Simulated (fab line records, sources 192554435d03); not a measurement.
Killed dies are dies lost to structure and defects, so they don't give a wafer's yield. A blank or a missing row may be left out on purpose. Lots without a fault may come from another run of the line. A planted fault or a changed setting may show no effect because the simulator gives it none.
A struck lot beside a sound one | flow n5_finfet | 37 steps out of a route of 1938
Sound: wafers L108.1, L108.2, L108.6. Struck: wafers L102.1, L102.3, L102.4. The cause comes at the end.
At each step with rows: each side's tool, then ch and its chambers, then its first start. Under that, the readings that differ: sound wafers | struck wafers | difference of the means | sigmas: that difference in standard deviations of wafers without a fault.
alike: readings whose means differ by less than 2 such deviations, and words and numbers that are the same on both sides. not compared: withheld readings, readings that some wafer has no value for, bounds like >300 that may hide the same value, and numbers for which the record gives no deviation and whose values overlap.
The two part at a step that has a row with sigmas, a row that says differs or no value, or rows on one side only. Numbers that don't overlap but have no deviation are shown without sigmas and don't part them. A reading that every wafer of one side lacks parts them only if that side has two wafers or more.

first, 9 steps without rows for these wafers: N5_BEOL_M7_DESCUM_33 (chemistry O2, time 7 s); N5_BEOL_M7_ETCH_72 (etches underlayer in N2/H2, target depth 6.5 nm, time 5.2 s); N5_BEOL_M7_ETCH_65 (etches SiARC in CF4, target depth 15.6 nm, time 26 s); N5_BEOL_M7_ETCH_66 (etches SOC in N2/H2, target depth 80 nm, overetch 16 nm, time 120 s); N5_BEOL_M7_STRIP_69 (strips in N2/H2); N5_BEOL_M7_STRIP_73 (strips in N2/H2); N5_BEOL_M7_VIA_ETCH_34 (etches SiCOH lowk in C4F6/O2, target depth 125.5 nm, time 50.5 s); N5_BEOL_M7_STRIP_76 (strips in C4F6/O2); N5_BEOL_M7_STRIP_36 (strips in N2/H2).
N5_BEOL_M7_TRENCH_ETCH_37: etches SiCOH lowk in C4F6/O2, target depth 93.478 nm, time 31.2 s.
  sound on rie_diel-03 ch 1,3, day 16 10:14; struck on rie_diel-03 ch 0,1,3, day 13 18:56
  reading                             | sound             | struck            | difference | sigmas
  oes_f_703_au (a.u.)                 | 0.84 0.68 0.84    | 0.50 0.53 0.62    | -0.24      | -3
  rf_fwd_power_W (W)                  | 335.3 341.8 335.7 | 258.2 256.7 252.9 | -81.7      | -41
  rf_vpp_V (V)                        | 656 659 655       | 760 767 756       | +104       | +10
  model.BEOL_M7.feature_depth_nm (nm) | 93.8 91.2 94.2    | 82.8 83.8 85.8    | -8.9       |
  model.etch.depth_nm (nm)            | 93.77 91.22 94.17 | 82.79 83.83 85.8  | -8.91      |
  alike: bias_w, drypump_motor_current_A, oes_ar_750_au, oes_product_au, showerhead_plenum_p_Torr, throttle_valve_pct
  not compared: rf_hours_counter_h
then, 2 steps without rows for these wafers: N5_BEOL_M7_ETCH_41 (etches SiCN in CH3F/O2, target depth 31.9 nm, time 57.8 s); N5_BEOL_M7_STRIP_80 (strips in N2/H2, time 10 s).
N5_BEOL_M7_OCD_MEAS_38:
  sound on ocd-02, day 16 10:23; struck on ocd-02, day 13 19:06
  reading              | sound          | struck         | difference | sigmas
  trench_depth_nm (nm) | 94.0 91.1 94.9 | 83.0 83.6 85.9 | -9.2       | -5
then, 13 steps without rows for these wafers: N5_BEOL_M7_HM_STRIP_39 (strips TiN in peroxide tin strip, target depth 25 nm, time 158 s); N5_BEOL_M7_SRD_40 (time 30 s); N5_BEOL_M7_PRECLEAN_42 (cleans in residue remover, time 60 s); N5_BEOL_M7_SRD_43 (time 30 s); N5_BEOL_M7_CURE_75 (cures SiCOH lowk, time 120 s); N5_BEOL_M7_DEGAS_44 (time 60 s); N5_BEOL_M7_PRE_CLEAN_45 (time 30 s); N5_BEOL_M7_ALD_77 (deposits TaN, target thk 2 nm, pulse time 2 s, purge time 3 s); N5_BEOL_M7_SURFACE_TREAT_79; N5_BEOL_M7_CVD_78 (deposits Co from CCTBA/H2, target thk 2 nm, time 142.3 s); N5_BEOL_M7_SPUTTER_48 (material Cu, target thk 10 nm, time 1.667 s); N5_BEOL_M7_ECD_50 (material Cu, target thk 300 nm); N5_BEOL_M7_ANNEAL_51 (time 90 s).
N5_BEOL_M7_CMP_52: polishes, stops on SiCOH lowk, t overpolish 6.9 s, target thk 80 nm.
  sound on cmp-03 ch 1,2,3, day 16 12:34; struck on cmp-01 ch 0,1,3, day 13 21:13
  reading                                | sound          | struck         | difference | sigmas
  model.Cu_of_BEOL_M7_ECD_50.thk_nm (nm) | 79.4 78.4 81.2 | 71.8 71.6 74.2 | -7.1       |
  alike: barrier_field_endpoint_s, motor_current_A, overpolish_run_s, time_to_endpoint_s
N5_BEOL_M7_THK_MEAS_53: measures by xrf.
  sound on film_metro-02, day 16 12:47; struck on film_metro-01, day 13 21:31
  reading     | sound          | struck         | difference | sigmas
  M7_THK (nm) | 80.3 79.3 81.9 | 73.1 72.8 75.1 | -6.8       | -3
then, 2 steps without rows for these wafers: N5_BEOL_M7_PRE_CLEAN_55 (time 15 s); N5_BEOL_M7_DEP_56 (deposits SiCN from 3MS/NH3, target thk 10 nm, time 17.5 s).
N5_BEOL_M7_RS_MEAS_57: measures by four-point-probe.
  sound on film_metro-02, day 16 12:55; struck on film_metro-01, day 13 21:40
  reading        | sound             | struck            | difference | sigmas
  M7_RS (ohm/sq) | 0.288 0.292 0.281 | 0.326 0.327 0.314 | +0.035     | +4
then, 5 steps without rows for these wafers: N5_BEOL_M8_ILD_DEP_00 (deposits SiCOH lowk from DEMS/porogen, target thk 179.75 nm, time 33.4 s); N5_BEOL_M8_CURE_74 (cures SiCOH lowk, time 240 s); N5_BEOL_M8_PECVD_70 (deposits SiO2 from TEOS/O2, target thk 20 nm, time 22.7 s); N5_BEOL_M8_HM_DEP_02 (deposits TiN, target thk 20 nm); N5_BEOL_M8_COAT_59 (time 60 s, resist thk 100 nm).
-- the record jumps here: 2 days lie between the struck wafers' starts before and after (it left off in module BEOL_M8 and takes up again in module BEOL_M15, whose first step shown is number 1830 of the route) --
N5_BEOL_M15_RC_MEAS_101:
  sound on prober-01 ch 0, day 18 22:49; struck on prober-02 ch 0, day 16 06:57
  reading                   | sound          | struck         | difference | sigmas
  SERP_M7 (ohm/um)          | 13.4 14.4 13.1 | 16.4 16.6 15.6 | +2.6       | +5
  SERP_M7_max_site (ohm/um) | 14.6 14.7 13.6 | 16.9 17.1 16.0 | +2.4       | +4
  alike: COMB_M10, COMB_M11, COMB_M12, COMB_M13, COMB_M14, COMB_M15, COMB_M5, COMB_M6, COMB_M7, COMB_M7_max_site, COMB_M8, COMB_M9, SERP_M10, SERP_M11, SERP_M12, SERP_M13, SERP_M14, SERP_M5, SERP_M6, SERP_M6_max_site, SERP_M8, SERP_M9

WHERE THEY PART
First at N5_BEOL_M7_TRENCH_ETCH_37; last, within this record, at N5_BEOL_M15_RC_MEAS_101.

WHY: what the simulator had put in
Process parameter drift: rie_diel-03, from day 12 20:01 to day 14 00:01, at N5_BEOL_M7_TRENCH_ETCH_37. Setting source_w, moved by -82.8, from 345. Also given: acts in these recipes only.
